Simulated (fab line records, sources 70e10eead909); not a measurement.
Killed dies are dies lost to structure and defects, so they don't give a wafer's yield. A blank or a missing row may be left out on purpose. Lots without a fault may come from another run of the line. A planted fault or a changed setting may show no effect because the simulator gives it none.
Which tool did it? | flow nand_harc | 11 lots, 33 wafers sampled, at 5 steps of a route of 1159

WHAT THE GAUGES READ, wafer by wafer
NHARC_END_SORT_01. Usual: killed_at_array 25, standard deviation 7.8; killed_at_other 0.6, standard deviation 0.81; killed_at_periphery 3.3, standard deviation 2.2; killed_dies 29, standard deviation 8.2; killed_open 3.5, standard deviation 1.9; killed_short 1.8, standard deviation 1.3.
lot  | measured     | on        | killed_at_array | killed_at_other | killed_at_periphery | killed_dies | killed_open | killed_short | flag
L486 | day 23 04:03 | prober-02 | 671 676 672     | 3 0 3           | 3 1 2               | 677 677 677 | 3 4 2       | 1 5 1        | OFF
L489 | day 23 03:17 | prober-01 | 673 675 672     | 3 0 2           | 1 2 3               | 677 677 677 | 4 1 3       | 0 2 2        | OFF

WHICH TOOL RAN EACH LOT (tool, then ch and the chambers of the sampled wafers, then the start)
lot  | NHARC_A_CONTACT_ETCH_126             | NHARC_A_CONTACT_ETCH_130             | NHARC_A_CONTACT_ETCH_91            | NHARC_A_CONTACT_ETCH_97
L475 | har_cap_etch-02 ch 0,1, day 16 14:25 | har_cap_etch-02 ch 0,1, day 16 14:59 | rie_diel-08 ch 0,1,2, day 16 15:58 | rie_diel-08 ch 1,2,3, no start
L478 | har_cap_etch-01 ch 0,1, day 17 13:56 | har_cap_etch-01 ch 0,1, day 17 14:31 | rie_diel-07 ch 1,2,3, day 17 15:29 | rie_diel-07 ch 0,1,3, no start
L486 | har_cap_etch-03 ch 0,1, day 20 03:31 | har_cap_etch-03 ch 0,1, day 20 04:05 | rie_diel-07 ch 0,2,3, day 20 05:21 | rie_diel-07 ch 0,2,3, day 20 05:32
L489 | har_cap_etch-02 ch 0,1, day 20 04:35 | har_cap_etch-02 ch 0,1, day 20 05:10 | rie_diel-13 ch 2,3, day 20 06:09   | rie_diel-13 ch 1,2, day 20 06:19
L492 | har_cap_etch-01 ch 0, day 20 11:52   | har_cap_etch-01 ch 0, day 20 12:26   | rie_diel-07 ch 0,2,3, day 20 14:44 | rie_diel-07 ch 1,2,3, no start
L491 | har_cap_etch-03 ch 1, day 20 17:09   | har_cap_etch-03 ch 1, day 20 17:43   | rie_diel-13 ch 0,2, day 20 18:43   | rie_diel-13 ch 2,3, no start
L493 | har_cap_etch-02 ch 0,1, day 20 17:15 | har_cap_etch-02 ch 0,1, day 20 17:49 | rie_diel-07 ch 0,2, day 20 18:47   | rie_diel-07 ch 0,2,3, no start
L495 | har_cap_etch-02 ch 0,1, day 21 23:09 | har_cap_etch-02 ch 0,1, day 21 23:43 | rie_diel-07 ch 1,2, day 22 00:41   | rie_diel-07 ch 0,1,2, no start
L494 | har_cap_etch-03 ch 0,1, day 22 03:07 | har_cap_etch-03 ch 0,1, day 22 03:41 | rie_diel-08 ch 0,1,3, day 22 04:43 | rie_diel-08 ch 2,3, no start
L497 | har_cap_etch-02 ch 0,1, day 22 07:32 | har_cap_etch-02 ch 0,1, day 22 08:07 | rie_diel-13 ch 0,1, day 22 09:06   | rie_diel-13 ch 2,3, no start
L498 | har_cap_etch-03 ch 0,1, day 22 08:57 | har_cap_etch-03 ch 0,1, day 22 09:31 | rie_diel-07 ch 1,2, day 22 10:28   | rie_diel-07 ch 2,3, no start
- NHARC_A_CONTACT_ETCH_126: etches the open film in C4F8/O2/Ar, time 155 s, target depth 956 nm.
- NHARC_A_CONTACT_ETCH_130: etches the open film in C4F8/O2/Ar, time 155 s, target depth 956 nm.
- NHARC_A_CONTACT_ETCH_91: etches the open film in CH3F/O2, target depth 40 nm, time 85.7 s.
- NHARC_A_CONTACT_ETCH_97: etches the open film in C4F6/O2, target depth 20 nm, time 10 s.

WHAT THE TOOLS THEMSELVES READ (means of the sampled wafers that have a number; where no wafer has one, the mark that the record gives instead)
NHARC_A_CONTACT_ETCH_126. Usual: chamber_pressure_mTorr 19.998 mTorr, standard deviation 0.017; oes_air_line_au 1.000 a.u., standard deviation 0.021.
lot  | tool            | chamber_pressure_mTorr (mTorr) | oes_air_line_au (a.u.) | flag
L475 | har_cap_etch-02 | 19.998                         | 0.982                  |
L478 | har_cap_etch-01 | 20.004                         | 0.984                  |
L486 | har_cap_etch-03 | 20.012                         | 1.001                  |
L489 | har_cap_etch-02 | 19.986                         | 0.982                  |
L492 | har_cap_etch-01 | 20.001                         | 1.001                  |
L491 | har_cap_etch-03 | 20.003                         | 0.993                  |
L493 | har_cap_etch-02 | 20.002                         | 0.999                  |
L495 | har_cap_etch-02 | 19.990                         | 1.011                  |
L494 | har_cap_etch-03 | 20.009                         | 1.010                  |
L497 | har_cap_etch-02 | 20.000                         | 1.001                  |
L498 | har_cap_etch-03 | 19.995                         | 0.990                  |

NHARC_A_CONTACT_ETCH_130. Usual: chamber_pressure_mTorr 20.003 mTorr, standard deviation 0.019; oes_air_line_au 1.004 a.u., standard deviation 0.021.
lot  | tool            | chamber_pressure_mTorr (mTorr) | oes_air_line_au (a.u.) | flag
L475 | har_cap_etch-02 | 20.008                         | 1.017                  |
L478 | har_cap_etch-01 | 20.011                         | 1.014                  |
L486 | har_cap_etch-03 | 19.994                         | 1.001                  |
L489 | har_cap_etch-02 | 20.026                         | 0.983                  |
L492 | har_cap_etch-01 | 19.998                         | 0.992                  |
L491 | har_cap_etch-03 | 19.987                         | 0.985                  |
L493 | har_cap_etch-02 | 20.001                         | 0.991                  |
L495 | har_cap_etch-02 | 20.000                         | 1.005                  |
L494 | har_cap_etch-03 | 20.018                         | 1.009                  |
L497 | har_cap_etch-02 | 20.007                         | 1.021                  |
L498 | har_cap_etch-03 | 20.010                         | 1.012                  |

NHARC_A_CONTACT_ETCH_91. Usual: bias_w 99.95 W, standard deviation 0.29; ch3f_flow_sccm 50.02 sccm, standard deviation 0.15; drypump_motor_current_A 5.7 A, standard deviation 0.35; oes_product_au 0.935 a.u., standard deviation 0.028; rf_vpp_V 244.8 V, standard deviation 1.7; showerhead_plenum_p_Torr 2.50 Torr, standard deviation 0.1; throttle_valve_pct 20.663 %, standard deviation 0.0089.
lot  | tool        | bias_w (W) | ch3f_flow_sccm (sccm) | drypump_motor_current_A (A) | oes_product_au (a.u.) | rf_vpp_V (V) | showerhead_plenum_p_Torr (Torr) | throttle_valve_pct (%) | flag
L475 | rie_diel-08 | 100.11     | 49.84                 | 5.6                         | 0.919                 | 245.2        | 2.47                            | 20.666                 |
L478 | rie_diel-07 | 99.95      | 49.94                 | 6.0                         | 0.929                 | 244.9        | 2.53                            | 20.656                 |
L486 | rie_diel-07 | -          | -                     | -                           | -                     | -            | -                               | -                      | OFF
L489 | rie_diel-13 | -          | -                     | -                           | -                     | -            | -                               | -                      | OFF
L492 | rie_diel-07 | 99.81      | 49.73                 | 5.8                         | 0.928                 | 246.7        | 2.55                            | 20.661                 |
L491 | rie_diel-13 | 100.10     | 49.90                 | 5.5                         | 0.918                 | 243.8        | 2.48                            | 20.666                 |
L493 | rie_diel-07 | 100.02     | 49.96                 | 6.0                         | 0.930                 | 244.6        | 2.60                            | 20.667                 |
L495 | rie_diel-07 | 99.97      | 50.01                 | 6.2                         | 0.928                 | 245.8        | 2.56                            | 20.667                 |
L494 | rie_diel-08 | 99.84      | 50.03                 | 5.7                         | 0.926                 | 244.8        | 2.51                            | 20.668                 |
L497 | rie_diel-13 | 99.95      | 50.09                 | 6.0                         | 0.950                 | 244.3        | 2.50                            | 20.659                 |
L498 | rie_diel-07 | 100.01     | 50.16                 | 6.1                         | 0.932                 | 246.5        | 2.56                            | 20.665                 |

NHARC_A_CONTACT_ETCH_97. Usual: bias_w 500.2 W, standard deviation 1.4; c4f6_flow_sccm 25.00 sccm, standard deviation 0.076; drypump_motor_current_A 5.7 A, standard deviation 0.35; oes_product_au 0.961 a.u., standard deviation 0.025; rf_vpp_V 548 V, standard deviation 3.3; showerhead_plenum_p_Torr 3.98 Torr, standard deviation 0.16; throttle_valve_pct 26.902 %, standard deviation 0.0092.
lot  | tool        | bias_w (W) | c4f6_flow_sccm (sccm) | drypump_motor_current_A (A) | oes_product_au (a.u.) | rf_vpp_V (V) | showerhead_plenum_p_Torr (Torr) | throttle_valve_pct (%) | flag
L475 | rie_diel-08 | 499.3      | 25.04                 | 5.5                         | 0.943                 | 549          | 4.01                            | 26.904                 |
L478 | rie_diel-07 | 500.4      | 24.98                 | 5.7                         | 0.942                 | 547          | 4.00                            | 26.912                 |
L486 | rie_diel-07 | 501.0      | 24.97                 | 5.8                         | 0.973                 | 550          | 4.07                            | 26.905                 |
L489 | rie_diel-13 | 499.6      | 24.98                 | 5.6                         | 0.989                 | 545          | 3.86                            | 26.901                 |
L492 | rie_diel-07 | 500.4      | 25.01                 | 6.0                         | 0.987                 | 549          | 4.02                            | 26.899                 |
L491 | rie_diel-13 | 502.3      | 25.11                 | 5.4                         | 0.964                 | 548          | 3.96                            | 26.890                 |
L493 | rie_diel-07 | 500.3      | 24.99                 | 5.8                         | 0.958                 | 549          | 4.07                            | 26.906                 |
L495 | rie_diel-07 | 499.9      | 24.99                 | 5.8                         | 0.959                 | 549          | 4.05                            | 26.899                 |
L494 | rie_diel-08 | 500.3      | 25.01                 | 5.2                         | 0.965                 | 548          | 4.01                            | 26.896                 |
L497 | rie_diel-13 | 501.3      | 24.98                 | 5.4                         | 0.926                 | 548          | 3.95                            | 26.905                 |
L498 | rie_diel-07 | 500.1      | 25.00                 | 6.1                         | 0.969                 | 551          | 4.09                            | 26.906                 |

THE ANSWER, worked out from the rows above alone
Rule: a lot is off if the mean of its wafers that have a number lies more than 3 standard deviations from the usual mean. A lot without any number at a reading at which 4 lots or more have one is off too. The other lots that the step has rows for count as sound. The gauges are gone through in route order, then the tools' own readings, and for those a lot's mean is taken as printed above. The first step at which some lot is off is used, and at that step the reading that is off furthest; a lot without a number counts as furthest.
Off: L486, L489, at NHARC_END_SORT_01 (killed_at_array). Neither off nor sound, because the step has no rows for them: L475, L478, L492, L491, L493, L495, L494, L497, L498.
A tool fits if, at a process step before that reading, it ran every lot that is off, and no sound lot after the first of them. The gauges at NHARC_END_SORT_01 aren't tried: what is off there is off at NHARC_A_CONTACT_ETCH_91 too, on other tools, and a gauge's error can't cause that. None of those tried fits.

WHAT THE SIMULATOR HAD PUT IN
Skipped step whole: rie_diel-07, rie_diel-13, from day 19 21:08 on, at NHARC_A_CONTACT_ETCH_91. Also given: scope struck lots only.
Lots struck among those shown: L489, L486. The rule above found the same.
